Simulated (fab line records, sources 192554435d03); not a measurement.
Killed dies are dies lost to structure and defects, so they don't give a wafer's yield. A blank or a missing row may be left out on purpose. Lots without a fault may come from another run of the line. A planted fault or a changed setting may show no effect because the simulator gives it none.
Chamber matching | flow n5_finfet | N5_SD_EPI_N_ETCHBACK_44 on rie_diel-01: 4 sister chambers
The step etches SiNx in CH3F/O2, stops on SiO2, target depth 14.5 nm. 22 wafers are shown with their chamber, then 11 later ones without.

WAFERS WITH THEIR CHAMBER
wafer  | chamber | drypump_motor_current_A (A) | showerhead_plenum_p_Torr (Torr) | throttle_valve_pct (%)
L075.1 | 1       | 5.6                         | 2.13                            | 16.02
L075.2 | 3       | 6.2                         | 2.10                            | 16.22
L075.5 | 1       | 5.6                         | 2.13                            | 16.03
L076.2 | 2       | 5.0                         | 2.07                            | 16.66
L076.4 | 3       | 6.2                         | 2.10                            | 16.23
L076.5 | 0       | 5.6                         | 1.93                            | 16.52
L077.3 | 0       | 5.7                         | 1.93                            | 16.51
L077.5 | 0       | 5.6                         | 1.93                            | 16.50
L077.6 | 3       | 6.2                         | 2.10                            | 16.24
L081.1 | 3       | 6.2                         | 2.10                            | 16.26
L081.2 | 1       | 5.6                         | 2.13                            | 16.04
L081.3 | 2       | 5.0                         | 2.07                            | 16.67
L082.1 | 2       | 5.1                         | 2.06                            | 16.68
L082.3 | 0       | 5.6                         | 1.93                            | 16.54
L082.5 | 0       | 5.6                         | 1.93                            | 16.52
L085.2 | 1       | 5.6                         | 2.12                            | 16.06
L085.5 | 3       | 6.2                         | 2.09                            | 16.25
L085.6 | 2       | 5.0                         | 2.06                            | 16.71
L086.3 | 0       | 5.6                         | 1.92                            | 16.56
L086.4 | 1       | 5.6                         | 2.12                            | 16.07
L086.5 | 3       | 6.2                         | 2.09                            | 16.28
L087.1 | 0       | 5.7                         | 1.92                            | 16.56

SIGNATURES (means of the wafers above)
reading                  | chamber 0 | chamber 1 | chamber 2 | chamber 3 | scatter within a chamber
drypump_motor_current_A  | 5.629     | 5.600     | 5.025     | 6.200     | 0.0348
showerhead_plenum_p_Torr | 1.9271    | 2.1260    | 2.0650    | 2.0967    | 0.00525
throttle_valve_pct       | 16.5300   | 16.0440   | 16.6800   | 16.2467   | 0.0222
Rule: a wafer's distance from a chamber is the root of the sum, over the readings, of the square of ((its reading less the chamber's mean) divided by the reading's scatter). The wafer belongs to the nearest chamber; if the next one is less than 2 further off, it can't be placed. The scatter: the root of (the sum of the squares of (reading less its chamber's mean) over the shown wafers, divided by (wafers less chambers)).

WAFERS WITHOUT THEIR CHAMBER
wafer  | drypump_motor_current_A (A) | showerhead_plenum_p_Torr (Torr) | throttle_valve_pct (%)
L087.4 | 5.0                         | 2.06                            | 16.71
L087.5 | 5.7                         | 1.92                            | 16.55
L089.1 | 5.6                         | 1.92                            | 16.60
L089.2 | 5.0                         | 2.06                            | 16.71
L089.4 | 5.0                         | 2.06                            | 16.71
L091.3 | 5.6                         | 1.92                            | 16.56
L091.4 | 5.6                         | 2.12                            | 16.08
L091.6 | 6.2                         | 2.09                            | 16.27
L093.1 | 6.2                         | 2.09                            | 16.30
L093.4 | 5.6                         | 2.12                            | 16.09
L093.6 | 6.2                         | 2.09                            | 16.29

WHICH CHAMBER EACH WENT THROUGH
wafer  | from the rows above | in truth
L087.4 | 2                   | 2
L087.5 | 0                   | 0
L089.1 | 0                   | 0
L089.2 | 2                   | 2
L089.4 | 2                   | 2
L091.3 | 0                   | 0
L091.4 | 1                   | 1
L091.6 | 3                   | 3
L093.1 | 3                   | 3
L093.4 | 1                   | 1
L093.6 | 3                   | 3
Placed correctly: 11 of 11. Can't be placed from these rows: 0. Placed wrongly: 0.
